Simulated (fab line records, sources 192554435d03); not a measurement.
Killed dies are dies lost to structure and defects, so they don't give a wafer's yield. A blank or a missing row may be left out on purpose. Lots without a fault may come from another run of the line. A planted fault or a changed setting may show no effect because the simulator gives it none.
Chamber matching | flow n5_finfet | N5_MOL_CONTACT_COAG_ETCH_66 on rie_diel-01: 4 sister chambers
The step etches SiARC in CF4, target depth 13 nm, time 21.7 s. 4 wafers are shown with their chamber, then 9 later ones without.

WAFERS WITH THEIR CHAMBER
wafer  | chamber | showerhead_plenum_p_Torr (Torr)
L084.5 | 2       | 2.07
L087.2 | 3       | 2.21
L087.5 | 0       | 2.24
L087.6 | 1       | 2.11

WAFERS WITHOUT THEIR CHAMBER
wafer  | showerhead_plenum_p_Torr (Torr)
L089.1 | 2.23
L089.2 | 2.07
L089.6 | 2.23
L092.1 | 2.07
L092.3 | 2.23
L092.4 | 2.11
L097.4 | 2.06
L097.5 | 2.20
L097.6 | 2.06

WHICH CHAMBER EACH WENT THROUGH
wafer  | from the rows above     | in truth
L089.1 | can't be placed: 0 or 3 | 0
L089.2 | 2                       | 2
L089.6 | can't be placed: 0 or 3 | 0
L092.1 | 2                       | 2
L092.3 | can't be placed: 0 or 3 | 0
L092.4 | 1                       | 1
L097.4 | 2                       | 2
L097.5 | 3                       | 3
L097.6 | 2                       | 2
Placed correctly: 6 of 9. Can't be placed from these rows: 3 (the true chamber is among the candidates in 3). Placed wrongly: 0.
How it was worked out, from the rows above alone: a wafer's distance from a chamber is the root of the sum, over the readings, of the square of ((its reading less the chamber's mean) divided by the reading's scatter). The wafer belongs to the nearest chamber; if the next one is less than 2 further off, it can't be placed. A chamber's mean is the mean of its shown wafers. The scatter: with one shown wafer a chamber, the root of the mean of the squares of how far each hidden wafer lies from its nearest shown one.
